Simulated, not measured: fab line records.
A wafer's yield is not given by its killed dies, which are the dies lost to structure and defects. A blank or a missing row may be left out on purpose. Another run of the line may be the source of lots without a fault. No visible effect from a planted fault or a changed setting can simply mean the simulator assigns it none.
fab line records	flow n5-finfet
record: lots: 10	wafers: 28	last-day: 18
route steps=1938 shown MOL_CONTACT_COAG@561 BEOL_M4@1111 PASSIVATION@1936
lots with no fault: from the same line, run without faults
start-h: hours from the record's first day to the start of the lot's first wafer shown	wait-h: hours from the lot's prior step to this one	" the same as in the row above	L1.1+2: a row that stands for several wafers	- no value, or no start given	* or withheld: withheld	< > ~ a bound
route shown NAME@n: names a module that has steps shown in the file, with the first one's number in the route	usual: the fault-free wafers' mean and standard deviation	same: alike in all rows	chamber/n: place in a boat	sites: per-site readings	_std_site: standard deviation across them	_edge_site: mean of outer sites minus mean of inner sites	radius-mm: how far each site lies from the wafer's centre	mask NAME#n: copy n	behind: the most recent tool/chamber to have shaped the wafer	hold: what put the lot on hold/how long, in hours/how the hold closed	device: the n, p or np transistor that did not switch	end of line: tests of these same wafers at the route's end	where a step has no rows: the recipe by itself	killed: the dies lost at the first sort to structure and to defects; this is not the yield of the wafer	map: a wafer's dies, marking killed ones x, the rest . and places with no die _
set.NAME: the setting that was run; set.NAME@STEP: the one run at that earlier step	model.NAME: the simulator's own value behind a step, which no gauge read
steps of the route over a sample of lots; a table a step, a row a wafer
services: the hour from which a tool's chamber was out of use, counted from the record's first day as start-h (under 0 if before that day), plus the number of hours and why
== steps ==
step: N5_MOL_CONTACT_COAG_THK_MEAS_29
recipe: reads: SiNx_of_GATE_CUT_PECVD_57+SiNx_of_GATE_CUT_SAC_CAP_01
usual: MD_CAP_THK: 17.89/0.11
lot.wafer	tool	chamber	start-h	wait-h	MD_CAP_THK[nm]
L423.1	film-metro-02	-	106.52	-	17.75
L423.3	"	-	"	"	17.90
L423.5	"	-	"	"	17.85
L424.1	film-metro-01	-	113.69	-	17.99
L424.4	"	-	"	"	18.11
L424.6	"	-	"	"	18.12
L431.1	film-metro-02	-	156.43	-	17.80
L431.4	"	-	"	"	17.74
L431.6	"	-	"	"	17.95
L432.1	film-metro-01	-	165.32	-	17.84
L432.6	"	-	"	"	17.89
L434.2	film-metro-01	-	175.28	-	17.88
L434.3	"	-	"	"	17.86
L434.4	"	-	"	"	17.89
L436.1	film-metro-01	-	187.26	-	17.90
L436.4	"	-	"	"	17.93
L436.5	"	-	"	"	17.93
L442.3	film-metro-01	-	217.76	-	17.96
L442.4	"	-	"	"	18.01
L442.6	"	-	"	"	17.89
L443.2	film-metro-01	-	224.90	-	17.85
L443.5	"	-	"	"	17.83
L443.6	"	-	"	"	17.93
L444.3	film-metro-01	-	231.86	-	17.90
L444.5	"	-	"	"	17.69
L444.6	"	-	"	"	17.84
L445.2	film-metro-02	-	238.76	-	17.77
L445.5	"	-	"	"	17.79
step: N5_MOL_CONTACT_COAG_ALD_131
recipe: material: SiO2	target-thk-a: 50	temp-c: 100	ald-precursor-family: BDEAS	ald-co-reactant: O2-plasma	pulse-time-s: 1	co-reactant-pulse-time-s: 1	purge-time-s: 2	co-reactant-purge-time-s: 2	ald-cycles: 35	pressure-torr: 2
usual: ald-cycles: 35/0	heater-power-w: 80/9.8	precursor-pulse-height-rel: 1.000/0.022
same: purge-time-s: 2
lot.wafer	tool	chamber	start-h	wait-h	ald-cycles	heater-power-w	precursor-pulse-height-rel
L423.1	ald-sin-03	0	107.78	0.1	35	101	1.011
L423.3	"	3	"	"	35	84	1.019
L423.5	"	2	"	"	35	81	0.999
L424.1	ald-sin-03	2	116.01	0.5	35	82	0.978
L424.4	"	0	"	"	35	103	1.037
L424.6	"	3	"	"	35	85	0.984
L431.1	ald-sin-03	2	157.97	0.3	35	80	0.979
L431.4	"	1	"	"	35	61	0.978
L431.6	"	3	"	"	24	84	0.975
L432.1	ald-sin-03	1	166.45	0.1	35	63	0.995
L432.6	"	0	"	"	24	102	1.030
L434.2	ald-sin-03	1	176.92	0.1	35	62	1.018
L434.3	"	2	"	"	24	80	0.985
L434.4	"	0	"	"	35	103	1.003
L436.1	ald-sin-01	0	190.75	1.4	35	84	1.006
L436.4	"	1	"	"	35	75	1.033
L436.5	"	0	"	"	35	82	0.990
L442.3	ald-sin-01	0	219.46	0.1	35	85	0.938
L442.4	"	2	"	"	35	74	0.995
L442.6	"	2	"	"	35	73	1.022
L443.2	ald-sin-01	0	226.18	0.1	35	83	1.005
L443.5	"	1	"	"	35	76	1.013
L443.6	"	0	"	"	35	83	1.008
L444.3	ald-sin-01	2	233.12	0.1	35	75	1.006
L444.5	"	1	"	"	35	76	1.023
L444.6	"	0	"	"	35	84	1.010
L445.2	ald-sin-04	0	239.91	0.1	35	69	0.991
L445.5	"	2	"	"	35	86	0.984
step: N5_MOL_CONTACT_COAG_ETCHBACK_132
recipe: chemistry: CHF3	target: SiO2	target-depth-a: 100	time-s: 6.7	ion-energy-ev: 200	pressure-mtorr: 30	source-w: 610	bias-w: 170	Ar_flow_sccm: 200	CHF3_flow_sccm: 50
usual: drypump-motor-current-A: 5.8/0.35	oes_ar_750_au: 0.77/0.078	oes-product-au: 0.77/0.078	rf-vpp-V: 524/18	showerhead-plenum-p-Torr: 2.36/0.066	throttle-valve-pct: 18.81/0.22
lot.wafer	tool	chamber	start-h	wait-h	drypump-motor-current-A	oes_ar_750_au	oes-product-au	rf-hours-counter-h	rf-vpp-V	showerhead-plenum-p-Torr	throttle-valve-pct
L423.1	rie-diel-02	3	107.98	0.1	5.9	0.98	0.97	5	515	2.33	18.65
L423.3	"	1	"	"	5.8	0.75	0.75	115	539	2.28	18.56
L423.5	"	1	"	"	5.9	0.75	0.77	-	540	2.28	18.55
L424.1	rie-diel-02	3	116.23	0.1	5.9	0.97	0.98	7	516	2.33	18.63
L424.4	"	1	"	"	5.8	0.75	0.76	117	539	2.28	18.57
L424.6	"	0	"	"	5.3	0.75	0.75	-	498	2.37	19.01
L431.1	rie-diel-02	0	158.15	0.1	5.3	0.74	0.73	184	495	2.37	19.03
L431.4	"	2	"	"	5.8	0.79	0.80	91	543	2.41	18.79
L431.6	"	2	"	"	5.7	0.79	0.80	-	542	2.41	18.81
L432.1	rie-diel-02	1	166.63	0.1	5.9	0.73	0.75	134	539	2.27	18.57
L432.6	"	3	"	"	5.9	0.93	0.91	-	516	2.33	18.66
L434.2	rie-diel-02	0	177.10	0.1	5.3	0.74	0.73	191	496	2.36	19.05
L434.3	"	1	"	"	5.9	0.73	0.74	138	541	2.27	18.57
L434.4	"	2	"	"	5.8	0.79	0.79	97	541	2.41	18.81
L436.1	rie-diel-01	0	190.93	0.1	6.3	0.70	0.68	246	491	2.27	19.28
L436.4	"	2	"	"	5.7	0.75	0.75	-	539	2.46	19.10
L436.5	"	0	"	"	6.3	0.70	0.68	-	491	2.27	19.30
L442.3	rie-diel-01	1	219.67	0.1	6.5	0.90	0.93	12	524	2.43	18.18
L442.4	"	3	"	"	5.7	0.74	0.74	186	522	2.36	18.78
L442.6	"	2	"	"	5.7	0.73	0.74	-	538	2.45	19.11
L443.2	rie-diel-05	0	226.36	0.1	6.4	0.74	0.73	178	507	2.29	18.84
L443.5	"	3	"	"	5.6	0.67	0.67	-	535	2.44	18.73
L443.6	"	2	"	"	5.9	0.71	0.70	-	534	2.35	18.76
L444.3	rie-diel-02	2	233.30	0.1	5.7	0.78	0.78	105	541	2.41	18.82
L444.5	"	1	"	"	5.8	0.71	0.72	-	539	2.26	18.62
L444.6	"	2	"	"	5.7	0.78	0.79	-	541	2.41	18.83
L445.2	rie-diel-02	2	240.21	0.2	5.7	0.78	0.79	108	541	2.41	18.81
L445.5	"	2	"	"	5.7	0.78	0.78	-	542	2.41	18.82
step: N5_MOL_CONTACT_COAG_ETCHBACK_135
recipe: chemistry: CHF3	target: SiO2	target-depth-a: 250	time-s: 16.7	ion-energy-ev: 200	pressure-mtorr: 30	source-w: 610	bias-w: 170	Ar_flow_sccm: 200	CHF3_flow_sccm: 50
usual: drypump-motor-current-A: 5.8/0.35	oes_ar_750_au: 0.77/0.079	oes-product-au: 0.77/0.078	rf-vpp-V: 524/18	showerhead-plenum-p-Torr: 2.36/0.066	throttle-valve-pct: 18.81/0.23
lot.wafer	tool	chamber	start-h	wait-h	drypump-motor-current-A	oes_ar_750_au	oes-product-au	rf-hours-counter-h	rf-vpp-V	showerhead-plenum-p-Torr	throttle-valve-pct
L423.1	rie-diel-02	3	108.11	0.0	5.9	0.98	0.97	5	516	2.33	18.64
L423.3	"	1	"	"	5.9	0.74	0.75	115	539	2.28	18.55
L423.5	"	1	"	"	5.9	0.75	0.76	-	538	2.28	18.55
L424.1	rie-diel-02	3	116.36	0.0	5.9	0.97	0.97	7	517	2.33	18.63
L424.4	"	1	"	"	5.9	0.74	0.76	117	541	2.28	18.53
L424.6	"	0	"	"	5.3	0.75	0.76	-	497	2.37	19.02
L431.1	rie-diel-02	0	158.28	0.0	5.3	0.74	0.74	184	495	2.37	19.03
L431.4	"	2	"	"	5.8	0.79	0.80	92	541	2.41	18.79
L431.6	"	2	"	"	5.8	0.79	0.79	-	541	2.41	18.81
L432.1	rie-diel-02	1	166.76	0.0	5.8	0.73	0.74	134	540	2.27	18.58
L432.6	"	3	"	"	5.9	0.94	0.91	-	516	2.33	18.66
L434.2	rie-diel-02	0	177.22	0.0	5.3	0.74	0.73	191	496	2.36	19.05
L434.3	"	1	"	"	5.9	0.72	0.74	138	540	2.27	18.58
L434.4	"	2	"	"	5.8	0.78	0.80	97	541	2.41	18.80
L436.1	rie-diel-01	0	191.05	0.0	6.3	0.70	0.67	246	490	2.27	19.30
L436.4	"	2	"	"	5.7	0.75	0.75	-	540	2.46	19.10
L436.5	"	0	"	"	6.3	0.70	0.66	-	492	2.27	19.29
L442.3	rie-diel-01	1	219.79	0.0	6.5	0.90	0.92	12	524	2.43	18.15
L442.4	"	3	"	"	5.8	0.74	0.74	186	521	2.36	18.77
L442.6	"	2	"	"	5.7	0.73	0.74	-	541	2.45	19.13
L443.2	rie-diel-05	0	226.48	0.0	6.4	0.74	0.73	178	506	2.29	18.83
L443.5	"	3	"	"	5.6	0.68	0.67	-	534	2.44	18.74
L443.6	"	2	"	"	5.9	0.71	0.70	-	533	2.35	18.75
L444.3	rie-diel-02	2	233.42	0.0	5.7	0.78	0.78	105	541	2.41	18.82
L444.5	"	1	"	"	5.9	0.71	0.72	-	539	2.26	18.62
L444.6	"	2	"	"	5.8	0.78	0.78	-	541	2.41	18.82
L445.2	rie-diel-02	2	240.33	0.0	5.7	0.77	0.78	108	542	2.41	18.84
L445.5	"	2	"	"	5.7	0.78	0.78	-	542	2.41	18.82
step: N5_BEOL_M4_RC_MEAS_101
usual: DIBL_N: 36.0/2.5	DIBL_P: 36.2/3	IOFF_N: 0.16/0.044	IOFF_P: 0.21/0.049	ION_N: 671/15	ION_P: 461/8.7	SS_N: 71.5/0.72	SS_P: 73.4/0.9	VT_N: 251/4.4	VT_P: -250/4
lot.wafer	tool	chamber	start-h	wait-h	DIBL_N[mV/V]	DIBL_P[mV/V]	IOFF_N[nA/um]	IOFF_P[nA/um]	ION_N[uA/um]	ION_P[uA/um]	SS_N[mV/dec]	SS_P[mV/dec]	VT_N[mV]	VT_P[mV]
L423.1	prober-02	0	189.25	0.6	34.6	36.4	0.13	0.19	652	449	71.9	73.2	254	-252
L423.3	"	0	"	"	33.6	35.3	0.13	0.17	660	452	71.7	73.2	253	-253
L423.5	"	0	"	"	33.5	35.5	0.13	0.18	652	447	72.0	73.0	254	-255
L424.1	prober-01	0	189.85	0.8	39.1	39.3	0.23	0.27	683	463	73.2	74.2	247	-246
L424.4	"	0	"	"	36.2	36.5	0.17	0.23	688	468	71.3	73.4	248	-248
L424.6	"	0	"	"	35.8	34.4	0.16	0.20	659	451	71.9	73.2	249	-248
L431.1	prober-01	0	233.36	0.0	34.2	34.9	0.13	0.20	657	457	71.5	72.8	252	-252
L431.4	"	0	"	"	34.1	35.2	0.14	0.20	672	464	70.9	73.4	250	-248
L432.1	prober-02	0	244.31	0.0	35.8	35.0	0.13	0.19	662	459	71.5	73.2	253	-253
L434.2	prober-02	0	260.87	0.2	40.2	39.5	0.21	0.29	695	476	72.0	74.3	243	-245
L434.4	"	0	"	"	38.6	36.6	0.17	0.22	668	456	71.9	73.7	250	-250
L436.1	prober-01	0	276.68	0.0	34.6	35.0	0.12	0.17	659	452	70.8	72.6	257	-250
L436.4	"	0	"	"	38.4	39.2	0.19	0.25	686	464	71.7	74.5	248	-249
L436.5	"	0	"	"	39.2	41.3	0.21	0.28	685	466	72.1	73.9	247	-249
L442.3	prober-02	0	306.95	0.3	36.2	37.6	0.16	0.25	674	477	71.6	73.7	250	-247
L442.4	"	0	"	"	33.7	33.4	0.11	0.17	657	453	71.6	72.2	256	-254
L442.6	"	0	"	"	39.4	39.8	0.22	0.28	694	471	73.2	73.9	243	-246
L444.3	prober-01	0	308.65	0.3	40.1	40.6	0.25	0.31	689	470	73.0	74.3	245	-242
L444.5	"	0	"	"	36.2	35.1	0.13	0.19	651	453	71.1	73.0	255	-252
L444.6	"	0	"	"	37.9	37.6	0.19	0.25	675	463	71.8	73.6	246	-246
L443.2	prober-01	0	309.42	0.6	36.4	36.3	0.17	0.25	678	473	72.1	73.6	251	-248
L443.5	"	0	"	"	39.7	40.5	0.26	0.34	698	475	72.2	74.3	242	-244
L443.6	"	0	"	"	34.3	32.5	0.13	0.18	672	460	70.5	72.5	251	-249
L445.2	prober-02	0	318.85	0.2	37.1	38.2	0.17	0.21	685	470	71.1	74.5	253	-253
L445.5	"	0	"	"	34.0	34.5	0.12	0.16	675	460	70.8	73.5	252	-258
step: N5_PASSIVATION_PROBE_49
usual: defect-limited-yield: 91.7/1.4	killed_at_M0_to_M3: 31/11	killed_at_M4_up: 13/4.6	killed-at-contacts: 13/6.7	killed-at-front-end: 39/9.6	killed-at-other: 3.5/2.8	killed-dies: 98/16	killed-on-rim: 13/4.2	killed-open: 64/11	killed-short: 33/8.5	sort_bin_5_function: 4.9/0.96	sort_bin_6_memory: 3.1/0.59	sort_bin_8_speed: 0.2/1.3	sort-n-pass: 1080/23	sort-yield-pct: 91.5/1.9
same: gross-dies: 1180	killed-at-back-side: 0	sort_bin_4_leakage[%]: 0
lot.wafer	tool	chamber	start-h	wait-h	defect-limited-yield[%]	killed_at_M0_to_M3	killed_at_M4_up	killed-at-contacts	killed-at-front-end	killed-at-other	killed-dies	killed-on-rim	killed-open	killed-short	sort_bin_5_function[%]	sort_bin_6_memory[%]	sort_bin_8_speed[%]	sort-n-pass	sort-yield-pct[%]
L431.1	prober-02	-	339.29	0.0	91.2	41	17	6	38	2	104	15	64	35	5.1	3.3	0	1076	91.2
L431.4	prober-02	-	339.44	0.2	91.6	29	22	5	43	0	99	5	63	35	4.9	3.2	0	1081	91.6
L431.6	prober-02	-	339.54	0.3	22.4	32	12	832	38	2	916	112	59	33	4.2	3.4	0	264	22.4
L432.1	prober-01	-	343.61	0.0	93.4	33	9	4	29	3	78	10	47	31	4.2	2.3	0	1102	93.4
L432.6	prober-01	-	343.86	0.3	24.1	57	6	796	37	0	896	115	65	40	5.0	3.3	0	284	24.1
L434.2	prober-01	-	362.26	0.1	91.6	34	20	20	23	2	99	12	61	37	6.2	1.9	0	1081	91.6
L434.3	prober-01	-	362.31	0.1	25.6	20	12	820	25	1	878	112	53	24	4.2	2.3	0	302	25.6
L434.4	prober-01	-	362.36	0.2	92.4	21	27	12	30	0	90	13	61	29	4.1	3.1	0	1090	92.4
L444.3	prober-01	-	410.91	0.1	93.2	18	21	7	34	0	80	12	60	19	4.3	2.2	0	1100	93.2
L444.5	prober-01	-	411.01	0.2	92.7	14	17	15	39	1	86	8	61	24	4.8	2.3	0.1	1093	92.6
L444.6	prober-01	-	411.06	0.3	93.5	18	12	9	36	2	77	12	56	19	3.8	2.6	0	1103	93.5
L443.2	prober-01	-	414.12	0.1	91.2	43	12	16	30	3	104	15	67	37	5.9	2.5	0	1076	91.2
L443.5	prober-01	-	414.27	0.2	91.8	42	5	3	45	2	97	16	52	45	4.6	3.2	0	1083	91.8
L443.6	prober-01	-	414.32	0.3	90.7	32	13	9	53	3	110	21	72	37	6.9	2.3	0	1070	90.7
L442.3	prober-01	-	414.47	0.3	91.9	21	16	2	52	5	96	15	58	32	4.9	2.8	0	1084	91.9
L442.4	prober-01	-	414.52	0.3	91.7	17	18	6	57	0	98	12	69	28	5.2	3.0	0	1082	91.7
L442.6	prober-01	-	414.62	0.4	90.1	34	21	14	44	4	117	14	85	30	6.4	3.3	0	1063	90.1
killed by level:class
L431.1 FIN_SAQP:geometric-particle:short=12 FIN_SAQP:geometric-particle:open=10 BEOL_M0_SAQP:geometric-particle:open=9 BEOL_M1:geometric-particle:open=9 BEOL_M4:geometric-particle:open=8 BEOL_M3:geometric-particle:open=7 BEOL_M0_SAQP:geometric-particle:short=6 FIN_CUT:area-etch=5
L431.4 BEOL_M4:geometric-particle:open=13 FIN_SAQP:geometric-particle:open=10 STARTING-WAFER:geometric-particle:short=7 BEOL_M0_SAQP:geometric-particle:short=7 DUMMY_GATE:geometric-particle:open=6 BEOL_M2:geometric-particle:open=6 GATE_CUT:geometric-particle:short=5 BEOL_M3:geometric-particle:open=5
L431.6 MOL_CONTACT_COAG:area-ald=823 BEOL_M3:geometric-particle:open=16 FIN_SAQP:geometric-particle:short=9 BEOL_M2:geometric-particle:open=8 FIN_SAQP:geometric-particle:open=7 MOL_CONTACT_COAG:geometric-particle:open=6 DUMMY_GATE:geometric-particle:open=5 BEOL_M4:geometric-particle:short=5
L432.1 BEOL_M0_SAQP:geometric-particle:open=10 FIN_SAQP:geometric-particle:open=9 BEOL_M0_SAQP:geometric-particle:short=7 BEOL_M1:geometric-particle:open=6 BEOL_M3:geometric-particle:short=6 FIN_SAQP:geometric-particle:short=5 STARTING-WAFER:geometric-particle:short=4 STARTING-WAFER:geometric-particle:open=3
L432.6 MOL_CONTACT_COAG:area-ald=791 BEOL_M0_SAQP:geometric-particle:open=18 BEOL_M0_SAQP:geometric-particle:short=14 STI_FIN_REVEAL:geometric-particle:open=12 FIN_SAQP:geometric-particle:open=5 FIN_SAQP:geometric-particle:short=5 GATE_CUT:geometric-particle:short=5 BEOL_M1:geometric-particle:open=5
L434.2 MOL_CONTACT_COAG:geometric-particle:open=12 BEOL_M3:geometric-particle:open=9 MOL_CONTACT_COAG:geometric-particle:short=8 BEOL_M0_SAQP:geometric-particle:open=8 BEOL_M0_SAQP:geometric-particle:short=7 FIN_SAQP:geometric-particle:short=6 BEOL_M4:geometric-particle:open=6 STI_FIN_REVEAL:geometric-particle:open=5
L434.3 MOL_CONTACT_COAG:area-ald=801 MOL_CONTACT_COAG:geometric-particle:open=14 BEOL_M2:geometric-particle:open=8 MOL_CONTACT_COAG:geometric-particle:short=5 FIN_SAQP:geometric-particle:open=4 FIN_SAQP:geometric-particle:short=4 STI_FIN_REVEAL:geometric-particle:open=4 DUMMY_GATE:geometric-particle:open=4
L434.4 MOL_CONTACT_COAG:geometric-particle:open=11 BEOL_M4:geometric-particle:open=10 FIN_SAQP:geometric-particle:short=7 STI_FIN_REVEAL:geometric-particle:open=7 BEOL_M2:geometric-particle:open=7 GATE_CUT:geometric-particle:short=6 BEOL_M1:geometric-particle:open=5 FIN_SAQP:geometric-particle:open=4
L444.3 BEOL_M4:geometric-particle:open=11 STI_FIN_REVEAL:geometric-particle:open=9 FIN_SAQP:geometric-particle:open=6 BEOL_M1:geometric-particle:open=5 DUMMY_GATE:geometric-particle:open=4 GATE_CUT:geometric-particle:short=4 MOL_CONTACT_COAG:geometric-particle:open=4 STARTING-WAFER:geometric-particle:short=4
L444.5 MOL_CONTACT_COAG:geometric-particle:open=14 FIN_SAQP:geometric-particle:open=10 BEOL_M4:geometric-particle:open=10 DUMMY_GATE:geometric-particle:open=8 STI_FIN_REVEAL:geometric-particle:open=5 BEOL_M0_SAQP:geometric-particle:short=4 STARTING-WAFER:geometric-particle:open=4 FIN_SAQP:geometric-particle:short=3
L444.6 FIN_SAQP:geometric-particle:open=17 BEOL_M0_SAQP:geometric-particle:open=6 MOL_CONTACT_COAG:geometric-particle:open=6 BEOL_M4:geometric-particle:open=6 FIN_SAQP:geometric-particle:short=5 BEOL_M1:geometric-particle:open=5 STARTING-WAFER:geometric-particle:short=4 DUMMY_GATE:geometric-particle:open=3
L443.2 BEOL_M3:geometric-particle:open=15 MOL_CONTACT_COAG:geometric-particle:open=12 BEOL_M1:geometric-particle:open=7 FIN_SAQP:geometric-particle:short=5 BEOL_M0_SAQP:geometric-particle:short=5 BEOL_M0_SAQP:geometric-particle:open=5 STARTING-WAFER:geometric-particle:short=5 DUMMY_GATE:geometric-particle:open=4
L443.5 GATE_CUT:geometric-particle:short=13 BEOL_M0_SAQP:geometric-particle:open=13 BEOL_M0_SAQP:geometric-particle:short=10 STARTING-WAFER:geometric-particle:short=8 FIN_SAQP:geometric-particle:open=7 BEOL_M3:geometric-particle:open=7 FIN_SAQP:geometric-particle:short=4 GATE_CUT:geometric-particle:open=4
L443.6 FIN_SAQP:geometric-particle:short=10 FIN_SAQP:geometric-particle:open=9 STI_FIN_REVEAL:geometric-particle:open=9 DUMMY_GATE:geometric-particle:open=8 BEOL_M0_SAQP:geometric-particle:short=8 BEOL_M3:geometric-particle:open=5 MOL_CONTACT_COAG:geometric-particle:open=5 BEOL_M0:geometric-particle:open=5
L442.3 STI_FIN_REVEAL:geometric-particle:open=11 FIN_SAQP:geometric-particle:short=10 FIN_SAQP:geometric-particle:open=9 BEOL_M3:geometric-particle:open=8 GATE_CUT:geometric-particle:short=6 BEOL_M2:geometric-particle:open=5 BEOL_M4:geometric-particle:open=4 GATE_CUT:geometric-particle:open=3
L442.4 STI_FIN_REVEAL:geometric-particle:open=19 BEOL_M4:geometric-particle:open=8 GATE_CUT:geometric-particle:short=7 BEOL_M3:geometric-particle:open=6 FIN_SAQP:geometric-particle:open=5 STI_FIN_REVEAL:geometric-particle:short=5 ILD0:geometric-particle:short=5 GATE_CUT:geometric-particle:open=5
L442.6 STI_FIN_REVEAL:geometric-particle:open=22 BEOL_M4:geometric-particle:open=12 MOL_CONTACT_COAG:geometric-particle:open=11 BEOL_M2:geometric-particle:open=8 BEOL_M3:geometric-particle:open=6 FIN_SAQP:geometric-particle:open=4 GATE_CUT:geometric-particle:short=4 BEOL_M0_SAQP:geometric-particle:open=4
== services ==
tool	chamber	start-h	hours	kind
ald-sin-03	-	85.74	14.0	pm
ald-sin-03	0	85.74	14.0	vent-cycle
ald-sin-03	1	85.74	14.0	vent-cycle
ald-sin-03	2	85.74	14.0	vent-cycle
ald-sin-03	3	85.74	14.0	vent-cycle
ald-sin-01	1	99.03	2.6	repair
ald-sin-03	0	99.74	-	clean
ald-sin-03	1	99.74	-	clean
ald-sin-03	2	99.74	-	clean
ald-sin-03	3	99.74	-	clean
ald-sin-04	-	112.23	14.6	pm
ald-sin-01	2	127.67	1.4	repair
rie-diel-05	3	132.65	7.5	repair
rie-diel-01	1	135.00	12.9	repair
ald-sin-04	0	172.66	11.4	repair
ald-sin-01	-	176.75	14.0	pm
ald-sin-01	0	176.75	14.0	vent-cycle
ald-sin-01	1	176.75	14.0	vent-cycle
rie-diel-02	-	195.71	3.6	repair
ald-sin-03	2	196.91	10.2	repair
rie-diel-05	0	203.48	8.1	repair
rie-diel-02	2	205.00	27.5	repair
rie-diel-02	0	226.35	10.5	repair
ald-sin-01	3	229.64	20.2	repair
== key ==
first-sign: step: N5_MOL_CONTACT_COAG_ALD_131	reading: ald-cycles	direction: down	sigmas: 99+	usual: *	struck: *
effect: step: N5_PASSIVATION_PROBE_49	reading: killed-at-contacts	direction: up	sigmas: 99+	usual: 13	struck: 816
more-kills-born-at: N5_MOL_CONTACT_COAG_ALD_131@ald-sin-03: 2415
met-at N5_MOL_CONTACT_COAG_ALD_131
struck-lots L431,L432,L434
struck-wafers L431.6,L432.6,L434.3
later-rows-left-out L431.6,L432.6,L434.3
not-acting-at N5_MOL_CONTACT_COAG_THK_MEAS_29,N5_MOL_CONTACT_COAG_ETCHBACK_132,N5_MOL_CONTACT_COAG_ETCHBACK_135
onset-between 116.01 157.97
fault: kind: process-parameter-drift	tool: ald-sin-03	chamber: -	onset-h: 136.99	steps: N5_MOL_CONTACT_COAG_ALD_131	channel: ald-cycles	offset: *	shape: step	end-h: 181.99	scope: struck-wafers-only	acts-in: *	stated: *
later-rows-left-out: the simulator's readings of these wafers behind a module that went badly wrong aren't trusted and aren't shown, but for the sort
